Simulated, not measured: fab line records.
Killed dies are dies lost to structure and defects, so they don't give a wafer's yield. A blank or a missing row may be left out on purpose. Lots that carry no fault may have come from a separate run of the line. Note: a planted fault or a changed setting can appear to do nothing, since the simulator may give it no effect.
fab line records | flow n5-finfet | part 2 of 2: steps 21 to 34 of 34
[record] lots = 5 wafers = 15 last-day = 16
route steps=1938 shown BEOL_M14@1750 BEOL_M15@1773
lots untouched by any fault: they come from a run of this same line in which no faults occurred
start-h: the number of hours between the record's first day and the start of the first shown wafer of the lot | wait-h: how many hours have passed since the lot's step before this one | " as in the row above | L1.1+2: one row covering several wafers at once | - value missing, or start not given | * or withheld: withheld | < > ~ a bound
route shown NAME@n: NAME is a module with steps in the file, n the number in the route of the first one | usual: the fault-free wafers' mean and standard deviation | same: alike in all rows | chamber/n: place in a boat | sites: each site's reading | _std_site: their standard deviation | _edge_site: inner sites' mean taken away from outer sites' mean | radius-mm: how far each site lies from the wafer's centre | mask NAME#n: copy n | behind: tool/chamber where the wafer was last shaped | hold: what put the lot on hold/how long, in hours/how the hold closed | device: names the non-switching transistor (n, p or np) | end of line: tests run on the same wafers once the route is complete | step lacking rows: just its recipe | killed: count of dies lost to structure and defects at first sort (not the wafer's yield) | map: the dies of a wafer, with x for killed, . for not killed, _ for no die there
set.NAME: setting as actually run; set.NAME@STEP: the setting as run at that earlier step | model.NAME: the simulator's own value behind a step, which no gauge read
lots at some steps of the route; a table a step, a row a wafer
services: a tool's chamber out of use, with start hour (start-h, from the record's first day; less than 0 if before it), hours out, and reason
[[steps]]
[step N5_BEOL_M14_DEP_53]
[recipe] material = SiCN target-thk-a = 500 temp-c = withheld precursor = 3MS/NH3 pressure-torr = 3 rf-w = 675 time-s = 17.8
[usual] showerhead-plenum-p-Torr = 4.172/0.024 throttle-valve-pct = 17.9/0.71
// columns lot.wafer tool chamber start-h wait-h showerhead-plenum-p-Torr throttle-valve-pct
L077.1 pecvd-02 1 258.44 0.0 4.146 19.0
L077.3 " 0 " " 4.201 17.2
L077.5 " 1 " " 4.160 18.8
L087.2 pecvd-01 0 331.00 0.0 4.162 18.0
L087.3 " 2 " " 4.184 17.3
L087.4 " 1 " " 4.166 17.6
L092.1 pecvd-01 1 353.58 0.0 4.152 17.8
L092.3 " 0 " " 4.177 18.0
L092.6 " 0 " " 4.164 17.9
L094.1 pecvd-02 1 359.71 0.0 4.165 19.1
L094.4 " 0 " " 4.192 17.4
L094.6 " 1 " " 4.150 18.8
L095.1 pecvd-02 0 368.95 0.0 4.196 17.5
L095.3 " 0 " " 4.174 17.3
L095.6 " 0 " " 4.204 17.3
[step N5_BEOL_M14_RS_MEAS_54]
[recipe] thk-meas-gauge = four-point-probe reads = Cu_of_BEOL_M14_ECD_47+Ta_of_BEOL_M14_SPUTTER_44+TaN_of_BEOL_M14_SPUTTER_43
[usual] M14_RS = 0.0337/0.0012
// columns lot.wafer tool chamber start-h wait-h M14_RS[ohm/sq]
L077.1 film-metro-02 - 258.51 0.0 0.0345
L077.3 " - " " 0.0344
L077.5 " - " " 0.0324
L087.2 film-metro-02 - 331.07 0.1 0.0344
L087.3 " - " " 0.0346
L087.4 " - " " 0.0325
L092.1 film-metro-01 - 353.65 0.0 0.0340
L092.3 " - " " 0.0326
L092.6 " - " " 0.0333
L094.1 film-metro-02 - 359.77 0.0 0.0343
L094.4 " - " " 0.0355
L094.6 " - " " 0.0343
L095.1 film-metro-02 - 369.04 0.1 0.0335
L095.3 " - " " 0.0355
L095.6 " - " " 0.0335
[step N5_BEOL_M14_INSPECT_55]
[recipe] inspect-instrument = darkfield mode = post-dep
[usual] raw-defect-count = 70/23
// columns lot.wafer tool chamber start-h wait-h raw-defect-count
L077.1 defect-inspect-02 - 258.53 0.0 62
L077.3 " - " " 38
L077.5 " - " " 39
L087.2 defect-inspect-02 - 331.09 0.0 67
L087.3 " - " " 88
L087.4 " - " " 123
L092.1 defect-inspect-02 - 353.68 0.0 101
L092.3 " - " " 67
L092.6 " - " " 78
L094.1 defect-inspect-02 - 359.80 0.0 52
L094.4 " - " " 81
L094.6 " - " " 34
L095.1 defect-inspect-01 - 369.06 0.0 59
L095.3 " - " " 59
L095.6 " - " " 44
[step N5_BEOL_M15_ILD_DEP_00]
[recipe] material = SiO2 target-thk-a = 16293 temp-c = 400 precursor = TEOS/O2 pressure-torr = 6.5 rf-w = 900 teos-flow-sccm = 161.4 gas = O2 flow-sccm = 2650 time-s = 346.1
[usual] heater-power-w = 561/130 showerhead-plenum-p-Torr = 8.34/0.043 throttle-valve-pct = 19.0/1.2
// columns lot.wafer tool chamber start-h wait-h heater-power-w showerhead-plenum-p-Torr throttle-valve-pct
L077.1 pecvd-04 0 258.57 0.0 799 8.32 18.3
L077.3 " 0 " " 892 8.31 18.5
L077.5 " 0 " " 711 8.32 18.7
L087.2 pecvd-02 2 331.13 0.0 504 8.41 18.4
L087.3 " 1 " " 529 8.33 19.6
L087.4 " 2 " " 383 8.39 18.3
L092.1 pecvd-03 2 353.71 0.0 581 8.38 16.8
L092.3 " 1 " " 557 8.37 19.2
L092.6 " 2 " " 676 8.37 16.8
L094.1 pecvd-03 2 359.84 0.0 629 8.35 16.9
L094.4 " 1 " " 463 8.37 19.3
L094.6 " 2 " " 511 8.35 16.8
L095.1 pecvd-04 0 369.10 0.0 801 8.33 18.6
L095.3 " 2 " " 631 8.33 21.2
L095.6 " 1 " " 505 8.27 19.4
[step N5_BEOL_M15_THK_MEAS_01]
[recipe] reads = SiO2_of_BEOL_M15_ILD_DEP_00
[usual] M15_ILD_THK = 1622/24
// columns lot.wafer tool chamber start-h wait-h M15_ILD_THK[nm]
L077.1 film-metro-02 - 258.93 0.2 1644
L077.3 " - " " 1673
L077.5 " - " " 1663
L087.2 film-metro-02 - 331.38 0.1 1572
L087.3 " - " " 1628
L087.4 " - " " 1618
L092.1 film-metro-01 - 353.96 0.1 1622
L092.3 " - " " 1643
L092.6 " - " " 1649
L094.1 film-metro-02 - 360.09 0.1 1620
L094.4 " - " " 1690
L094.6 " - " " 1659
L095.1 film-metro-01 - 369.35 0.1 1607
L095.3 " - " " 1594
L095.6 " - " " 1641
[step N5_BEOL_M15_COAT_58]
[recipe] resist = BARC temp-c = 205 time-s = 60 spin-rpm = 1500 resist-thk-nm = 89
// columns lot.wafer tool chamber start-h wait-h
L077.1+3+5 litho-track-01 0 258.96 0.0
L087.2+3+4 litho-track-03 0 331.41 0.0
L092.1+3+6 litho-track-02 0 354.00 0.0
L094.1+4+6 litho-track-01 0 360.12 0.0
L095.1+3+6 litho-track-02 0 369.38 0.0
[step N5_BEOL_M15_COAT_04]
[recipe] spin-rpm = 1704 resist-thk-nm = 800
// columns lot.wafer tool chamber start-h wait-h
L077.1+3+5 litho-track-01 0 - -
L087.2+3+4 litho-track-03 0 - -
L092.1+3+6 litho-track-02 0 - -
L094.1+4+6 litho-track-01 0 - -
L095.1+3+6 litho-track-02 0 - -
[step N5_BEOL_M15_EBR_06]
[recipe] solvent = PGMEA ebr-width-mm = 1.5
// columns lot.wafer tool chamber start-h wait-h
L077.1+3+5 litho-track-01 0 - -
L087.2+3+4 litho-track-03 0 - -
L092.1+3+6 litho-track-02 0 - -
L094.1+4+6 litho-track-01 0 - -
L095.1+3+6 litho-track-02 0 - -
[step N5_BEOL_M15_SOFTBAKE_05]
[recipe] temp-c = 130 time-s = 60
// columns lot.wafer tool chamber start-h wait-h
L077.1+3+5 litho-track-01 0 - -
L087.2+3+4 litho-track-03 0 - -
L092.1+3+6 litho-track-02 0 - -
L094.1+4+6 litho-track-01 0 - -
L095.1+3+6 litho-track-02 0 - -
[step N5_BEOL_M15_EXPOSE_07]
[recipe] mask-id = V14 na = 0.8 source-shape = annular sigma-inner = 0.5 sigma-outer = 0.8 polarization = unpolarized attpsm-phase-deg = 180 dose-mj = 41.25
// columns lot.wafer tool chamber start-h wait-h mask
L077.1+3+5 krf-scanner-01 0 259.06 - V14#0
L087.2+3+4 krf-scanner-02 0 331.52 - V14#0
L092.1+3+6 krf-scanner-01 0 354.22 - V14#0
L094.1+4+6 krf-scanner-01 0 360.22 - V14#0
L095.1+3+6 krf-scanner-01 0 369.61 - V14#0
[step N5_BEOL_M15_PEB_08]
[recipe] peb-temp-c = 130 peb-time-s = 90
// columns lot.wafer tool chamber start-h wait-h
L077.1+3+5 litho-track-02 0 259.12 0.1
L087.2+3+4 litho-track-01 0 331.57 0.0
L092.1+3+6 litho-track-03 0 354.28 0.1
L094.1+4+6 litho-track-02 0 360.28 0.1
L095.1+3+6 litho-track-01 0 369.66 0.1
[step N5_BEOL_M15_DEVELOP_09]
[recipe] develop-time-s = 45 rinse-liquid = diw dry = air-spin dev-temp-c = 21
[same] develop-time-s = 45
// columns lot.wafer tool chamber start-h wait-h
L077.1+3+5 litho-track-02 0 - -
L087.2+3+4 litho-track-01 0 - -
L092.1+3+6 litho-track-03 0 - -
L094.1+4+6 litho-track-02 0 - -
L095.1+3+6 litho-track-01 0 - -
[step N5_BEOL_M15_HARDBAKE_14]
[recipe] temp-c = 130 time-s = 120
// columns lot.wafer tool chamber start-h wait-h
L077.1+3+5 litho-track-02 0 - -
L087.2+3+4 litho-track-01 0 - -
L092.1+3+6 litho-track-03 0 - -
L094.1+4+6 litho-track-02 0 - -
L095.1+3+6 litho-track-01 0 - -
[step N5_BEOL_M15_CD_MEAS_10]
[recipe] target-cd-nm = 360 landing-energy-ev = 500 detector = se-inlens polarity = opening
[usual] cd-nm = 360.7/2.2
// columns lot.wafer tool chamber start-h wait-h cd-nm
L077.1 cd-sem-02 0 259.23 - 362.5
L077.3 " 0 " " 362.0
L077.5 " 0 " " 362.4
L087.2 cd-sem-03 0 331.69 - 359.2
L087.3 " 0 " " 359.3
L087.4 " 0 " " 360.0
L092.1 cd-sem-02 0 354.39 - 358.5
L092.3 " 0 " " 355.3
L092.6 " 0 " " 359.3
L094.1 cd-sem-02 0 360.39 - 362.3
L094.4 " 0 " " 360.7
L094.6 " 0 " " 361.5
L095.1 cd-sem-03 0 369.78 - 361.4
L095.3 " 0 " " 359.5
L095.6 " 0 " " 362.5
[[services]]
// columns tool chamber start-h hours kind
krf-scanner-02 - 239.67 4.0 pm
cmp-04 - 256.08 18.7 pm
cmp-01 - 258.31 4.0 pm
pecvd-02 2 262.76 15.1 repair
krf-scanner-01 - 266.22 1.3 pm
pecvd-02 - 268.90 14.6 pm
cmp-04 - 275.43 4.6 pm
wet-bench-03 - 281.05 11.4 repair
cmp-04 - 287.18 3.8 repair
pecvd-04 1 292.16 6.6 repair
pecvd-03 - 300.66 0.8 pm
pvd-sputter-02 - 303.66 4.3 repair
cmp-04 - 314.23 4.0 pm
ecd-cu-01 - 314.71 3.6 repair
pecvd-04 - 320.93 1.3 repair
krf-scanner-01 - 324.94 4.0 pm
krf-scanner-01 - 329.20 1.0 pm
pvd-sputter-03 - 332.51 3.0 repair
pecvd-02 1 333.32 4.9 repair
cmp-04 - 341.79 3.5 pm
pvd-sputter-02 - 342.91 6.3 repair
cmp-01 - 346.52 0.4 repair
pecvd-02 1 360.59 10.1 repair
ecd-cu-01 - 364.98 0.4 repair
